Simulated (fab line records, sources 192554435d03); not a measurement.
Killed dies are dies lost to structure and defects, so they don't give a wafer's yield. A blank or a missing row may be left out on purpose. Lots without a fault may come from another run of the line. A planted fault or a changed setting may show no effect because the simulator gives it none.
fab line records | flow n5_finfet
record lots=7 wafers=18 last_day=16
route steps=1938 shown BEOL_M8@1377
lots that met no fault: from a run of the same line without faults
start_h: hours from the record's first day to the start of the lot's first wafer shown | wait_h: hours since the lot's step before | " the same as in the row above | L1.1+2: a row that stands for several wafers | - no value, or no start given | * or withheld: withheld | < > ~ a bound
route shown NAME@n: a module of which the file shows steps, and the number in the route of the first | usual: mean/standard deviation of fault-free wafers | same: alike in all rows | chamber/n: place in a boat | sites: the reading at each site | _std_site: their standard deviation | _edge_site: outer sites' mean less inner sites' | radius_mm: how far each site lies from the wafer's centre | mask NAME#n: copy n | behind: the tool/chamber that last shaped the wafer | hold: why the lot was held/for how many hours/how that ended | device: the transistor (n, p or np) that didn't switch | end of line: the same wafers' tests at the end of the route | a step without rows: its recipe alone | killed: dies lost to structure and defects at the first sort, not the wafer's yield | map: a wafer's dies, x killed, . not, _ none there
set.NAME: the setting as run; set.NAME@STEP: as run at that earlier step | model.NAME: the simulator's own value behind a step, which no gauge read
lots at some steps of the route; a table a step, a row a wafer
services: from which hour (start_h, from the record's first day; less than 0 if before it) a tool's chamber was out of use, for how many hours, and why
## steps
# step N5_BEOL_M8_TRENCH_ETCH_37
# recipe chemistry=C4F6/O2 target_depth_a=934.78 target=SiCOH_lowk time_s=31.2 ion_energy_ev=250 pressure_mtorr=30 source_w=345 bias_w=185 Ar_flow_sccm=300 C4F6_flow_sccm=10 O2_flow_sccm=10
# step N5_BEOL_M8_ETCH_41
# recipe chemistry=CH3F/O2 target=SiCN target_depth_a=319 taper_deg=2 time_s=57.8 ion_energy_ev=120 mask_material=TiN pressure_mtorr=30 source_w=395 bias_w=75 Ar_flow_sccm=150 CH3F_flow_sccm=30 O2_flow_sccm=20
# usual O2_flow_sccm=20.00/0.061 drypump_motor_current_A=5.5/0.45 oes_product_au=0.79/0.079 rf_vpp_V=297.3/1.5 showerhead_plenum_p_Torr=2.00/0.064 throttle_valve_pct=16.44/0.27
# columns lot.wafer tool chamber start_h wait_h O2_flow_sccm drypump_motor_current_A oes_product_au rf_hours_counter_h rf_vpp_V showerhead_plenum_p_Torr throttle_valve_pct
L734.2 rie_diel-01 3 - - 19.98 6.2 0.80 112 299.7 2.09 16.67
L734.3 " 0 " " 20.01 6.0 0.95 25 298.5 2.04 16.11
L734.5 " 2 " " 19.99 5.6 0.89 - 300.9 2.12 15.89
L736.2 rie_diel-02 0 - - 19.96 5.6 0.74 193 296.4 1.99 16.68
L736.5 " 0 " " 19.91 5.6 0.73 - 297.0 1.99 16.68
L736.6 " 3 " " 19.92 4.9 0.73 - 297.2 2.00 16.40
L741.4 rie_diel-01 3 - - 20.00 6.2 0.78 130 297.1 2.09 16.70
L741.5 " 2 " " 19.98 5.6 0.85 - 301.5 2.11 15.92
L745.2 rie_diel-01 0 - - 19.95 5.9 0.89 56 297.5 2.03 16.16
L745.5 " 3 " " 20.14 6.2 0.78 - 299.2 2.09 16.74
L746.1 rie_diel-04 1 - - 19.90 4.7 0.92 16 295.5 1.96 16.18
L746.4 " 3 " " 19.99 5.4 0.77 134 296.7 2.01 16.49
L749.2 rie_diel-04 2 - - 20.05 5.6 0.84 67 296.4 2.02 16.52
L749.3 " 3 " " 19.94 5.4 0.77 136 297.9 2.01 16.48
L749.5 " 0 " " 19.96 5.5 0.84 - 297.6 2.02 16.49
L748.2 rie_diel-02 2 - - 20.03 5.0 0.69 225 296.4 1.90 16.79
L748.4 " 0 " " 20.05 5.6 0.71 221 297.6 1.98 16.72
L748.5 " 3 " " 20.01 4.9 0.70 - 296.9 1.99 16.44
# step N5_BEOL_M8_STRIP_80
# recipe chemistry=N2/H2 time_s=10 power_w=450 temp_c=40 pressure_mtorr=20 rf_frequency_hz=6e+07 bias_power_w=7 n2_flow_sccm=200 h2_flow_sccm=200
# usual drypump_motor_current_A=5.5/0.45 oes_product_au=0.79/0.08 rf_vpp_V=59.1/0.85 showerhead_plenum_p_Torr=2.53/0.085 throttle_valve_pct=23.7/0.37
# columns lot.wafer tool chamber start_h wait_h drypump_motor_current_A oes_product_au rf_hours_counter_h rf_vpp_V showerhead_plenum_p_Torr throttle_valve_pct
L734.2 rie_diel-01 3 - - 6.2 0.80 112 58.2 2.66 24.2
L734.3 " 0 " " 6.0 0.94 25 59.7 2.59 23.3
L734.5 " 2 " " 5.6 0.89 - 58.8 2.69 23.1
L736.2 rie_diel-02 0 - - 5.6 0.74 193 58.6 2.51 23.7
L736.5 " 0 " " 5.6 0.74 - 57.7 2.51 23.7
L736.6 " 3 " " 4.9 0.72 - 60.6 2.53 23.8
L741.4 rie_diel-01 3 - - 6.2 0.78 130 59.9 2.66 24.3
L741.5 " 2 " " 5.6 0.85 - 60.1 2.68 23.1
L745.2 rie_diel-01 0 - - 5.9 0.89 57 59.6 2.58 23.4
L745.5 " 3 " " 6.2 0.77 - 60.9 2.65 24.3
L746.1 rie_diel-04 1 - - 4.7 0.92 16 59.5 2.48 23.3
L746.4 " 3 " " 5.4 0.77 134 58.0 2.55 23.8
L749.2 rie_diel-04 2 - - 5.7 0.84 67 57.8 2.58 24.3
L749.3 " 3 " " 5.4 0.76 136 59.8 2.55 23.9
L749.5 " 0 " " 5.5 0.83 - 58.1 2.57 23.8
L748.2 rie_diel-02 2 - - 5.1 0.68 225 58.7 2.40 24.0
L748.4 " 0 " " 5.6 0.72 221 59.1 2.50 23.7
L748.5 " 3 " " 4.9 0.70 - 60.3 2.52 23.9
# step N5_BEOL_M8_OCD_MEAS_38
# usual trench_depth_nm=93.7/1.4
# columns lot.wafer tool chamber start_h wait_h trench_depth_nm
L734.2 ocd-02 - 221.89 - 94.7
L734.3 " - " " 96.3
L734.5 " - " " 94.0
L736.2 ocd-02 - 234.14 - 93.2
L736.5 " - " " 93.7
L736.6 " - " " 94.1
L741.4 ocd-02 - 266.64 - 95.6
L741.5 " - " " 94.7
L745.2 ocd-02 - 296.24 - 96.1
L745.5 " - " " 95.0
L746.1 ocd-02 - 302.10 - 95.4
L746.4 " - " " 93.3
L749.2 ocd-02 - 308.66 - 94.2
L749.3 " - " " 93.6
L749.5 " - " " 96.7
L748.2 ocd-01 - 314.75 - 92.3
L748.4 " - " " 91.0
L748.5 " - " " 92.0
# step N5_BEOL_M8_HM_STRIP_39
# recipe chemistry=peroxide_tin_strip material=TiN target_depth_a=250 temp_c=50 time_s=158
# step N5_BEOL_M8_SRD_40
# recipe time_s=30 temp_c=23 rinse_liquid=diw dry=ipa_marangoni
# step N5_BEOL_M8_PRECLEAN_42
# recipe chemistry=residue_remover time_s=60 temp_c=40
# step N5_BEOL_M8_SRD_43
# recipe time_s=30 temp_c=23 rinse_liquid=diw dry=ipa_marangoni
# step N5_BEOL_M8_CD_MEAS_35
# recipe target_cd_nm=40 polarity=opening
# usual cd_nm=40.2/0.5
# columns lot.wafer tool chamber start_h wait_h cd_nm
L734.2 cd_sem-01 - 222.05 0.0 40.0
L734.3 " - " " 40.3
L734.5 " - " " 39.7
L736.2 cd_sem-03 - 234.29 0.0 38.8
L736.5 " - " " 39.8
L736.6 " - " " 39.2
L741.4 cd_sem-01 - 266.79 0.0 39.6
L741.5 " - " " 39.6
L745.2 cd_sem-02 - 296.40 0.0 39.9
L745.5 " - " " 40.4
L746.1 cd_sem-02 - 302.26 0.0 39.9
L746.4 " - " " 40.5
L749.2 cd_sem-01 - 308.81 0.0 40.0
L749.3 " - " " 40.5
L749.5 " - " " 40.0
L748.2 cd_sem-02 - 314.90 0.0 40.2
L748.4 " - " " 40.1
L748.5 " - " " 40.0
# step N5_BEOL_M8_CURE_75
# recipe temp_c=370 time_s=120 ambient=DMADMS/He material=SiCOH_lowk
# usual lamp_power_pct=52.31/0.056 wafer_temp_C_max=372.0/0.68
# columns lot.wafer tool chamber start_h wait_h lamp_power_pct wafer_temp_C_max
L734.2 uv_cure-01 0 222.14 0.1 52.35 371.5
L734.3 " 0 " " 52.27 371.8
L734.5 " 0 " " 52.36 371.7
L736.2 uv_cure-03 0 234.58 0.3 52.31 371.8
L736.5 " 0 " " 52.30 372.2
L736.6 " 0 " " 52.30 372.0
L741.4 uv_cure-02 0 267.14 0.3 52.36 371.5
L741.5 " 0 " " 52.22 371.4
L745.2 uv_cure-03 0 296.54 0.1 52.36 372.0
L745.5 " 0 " " 52.19 371.4
L746.1 uv_cure-01 0 302.30 0.0 52.24 371.9
L746.4 " 0 " " 52.32 372.0
L749.2 uv_cure-03 0 308.90 0.1 52.35 371.8
L749.3 " 0 " " 52.41 371.2
L749.5 " 0 " " 52.33 371.5
L748.2 uv_cure-02 2 314.99 0.1 52.42 371.7
L748.4 " 2 " " 52.34 372.6
L748.5 " 2 " " 52.36 372.5
# step N5_BEOL_M8_DEGAS_44
# recipe ambient=vacuum temp_c=250 time_s=60
# step N5_BEOL_M8_PRE_CLEAN_45
# recipe gas=H2/He time_s=30 temp_c=250
# usual heater_power_w=313/20
# columns lot.wafer tool chamber start_h wait_h heater_power_w
L734.2 pvd_sputter-03 - 222.45 0.0 314
L734.3 " - " " 311
L734.5 " - " " 313
L736.2 pvd_sputter-02 - 234.97 0.0 283
L736.5 " - " " 276
L736.6 " - " " 303
L741.4 pvd_sputter-03 - 267.41 0.0 317
L741.5 " - " " 320
L745.2 pvd_sputter-03 - 298.49 0.0 306
L745.5 " - " " 305
L746.1 pvd_sputter-02 - 302.75 0.0 302
L746.4 " - " " 331
L749.2 pvd_sputter-03 - 309.21 0.0 306
L749.3 " - " " 311
L749.5 " - " " 311
L748.2 pvd_sputter-02 - 316.16 0.0 324
L748.4 " - " " 283
L748.5 " - " " 300
# step N5_BEOL_M8_ALD_77
# recipe material=TaN target_thk_a=20 temp_c=275 ald_precursor_family=PDMAT ald_co_reactant=NH3 pressure_torr=3 carrier_flow_sccm=1500 pulse_time_s=2 purge_time_s=3 co_reactant_purge_time_s=2 co_reactant_pulse_time_s=3 ald_cycles=40 precursor_vessel_temp_c=75 precursor_vessel_pressure_torr=26.25 precursor_vessel_carrier_sccm=1000
# usual ald_cycles=40/0 chamber_pressure_Torr=3.000/0.0072 heater_power_w=390/33 precursor_vessel_pressure_torr=26.25/0.05
# columns lot.wafer tool chamber start_h wait_h ald_cycles chamber_pressure_Torr heater_power_w precursor_vessel_pressure_torr model.TaN_of_BEOL_M8_ALD_77.thk_nm
L734.2 ald_metal-01 0 222.54 0.1 40 2.992 390 26.27 2
L734.3 " 3 " " 40 3.007 330 26.15 2
L734.5 " 2 " " 40 3.002 426 26.21 2
L736.2 ald_metal-01 1 235.03 0.0 40 2.996 367 26.29 2
L736.5 " 0 " " 40 3.002 393 26.19 2
L736.6 " 3 " " 40 2.984 338 26.28 2
L741.4 ald_metal-01 3 267.49 0.1 47 2.995 329 26.29 2.4
L741.5 " 1 " " 47 2.999 362 26.22 2.4
L745.2 ald_metal-01 3 298.56 0.0 40 3.013 328 26.26 2
L745.5 " 1 " " 47 2.995 361 26.20 2.4
L746.1 ald_metal-01 0 302.83 0.1 40 3.015 402 26.19 2
L746.4 " 2 " " 47 2.996 422 26.17 2.4
L749.2 ald_metal-02 0 309.27 0.0 40 2.998 406 26.24 2
L749.3 " 2 " " 40 3.004 421 26.17 2
L749.5 " 1 " " 40 3.004 385 26.19 2
L748.2 ald_metal-03 0 316.36 0.2 40 3.005 418 26.18 2
L748.4 " 3 " " 40 3.000 367 26.33 2
L748.5 " 3 " " 40 2.994 376 26.19 2
# step N5_BEOL_M8_SURFACE_TREAT_79
# recipe gas=Ar time_s=* ion_energy_ev=* ion_current_ma_cm2=0.5 pressure_mtorr=* ar_flow_sccm=30
# usual throttle_valve_pct=*
# columns lot.wafer tool chamber start_h wait_h throttle_valve_pct
L734.2 pvd_sputter-03 - 222.85 0.2 *
L734.3 " - " " *
L734.5 " - " " *
L736.2 pvd_sputter-01 - 235.37 0.2 *
L736.5 " - " " *
L736.6 " - " " *
L741.4 pvd_sputter-03 - 267.85 0.2 *
L741.5 " - " " *
L745.2 pvd_sputter-03 - 298.93 0.2 *
L745.5 " - " " *
L746.1 pvd_sputter-02 - 303.23 0.3 *
L746.4 " - " " *
L749.2 pvd_sputter-01 - 309.56 0.2 *
L749.3 " - " " *
L749.5 " - " " *
L748.2 pvd_sputter-02 - 316.66 0.2 *
L748.4 " - " " *
L748.5 " - " " *
## services
# columns tool chamber start_h hours kind
uv_cure-02 - 199.29 1.0 pm
uv_cure-02 - 204.21 0.3 repair
uv_cure-01 - 204.74 3.4 pm
rie_diel-02 - 220.78 2.3 repair
ald_metal-01 3 228.46 3.6 repair
rie_diel-04 1 229.53 - clean
rie_diel-04 1 229.53 - consumable_replace:focus_ring
rie_diel-04 1 229.53 26.2 scheduled_down
rie_diel-04 1 229.53 26.2 vent_cycle
uv_cure-03 - 242.71 7.5 pm
uv_cure-02 - 247.13 7.5 pm
rie_diel-01 3 270.15 5.9 repair
uv_cure-02 - 285.75 0.9 repair
rie_diel-01 2 285.76 10.5 repair
uv_cure-02 - 294.54 2.1 pm
uv_cure-01 - 295.81 2.8 pm
rie_diel-01 0 307.46 4.7 repair
ald_metal-03 1 313.29 - calibration
rie_diel-01 0 314.89 13.9 repair
## key
first_sign step=N5_BEOL_M8_ALD_77 reading=ald_cycles direction=up sigmas=99+ usual=* struck=*
effect none on later readings
model_effect step=N5_BEOL_M8_ALD_77 value=TaN_of_BEOL_M8_ALD_77.thk_nm without=2 struck=2.4
met_at N5_BEOL_M8_ALD_77
struck_wafers L741.4,L741.5,L745.5,L746.4
onset_between 235.03 267.49
fault kind=process_parameter_drift tool=ald_metal-01 chamber=- onset_h=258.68 steps=N5_BEOL_M8_ALD_77 channel=ald_cycles offset=* shape=step end_h=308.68 scope=struck_wafers_only acts_in=* stated=*
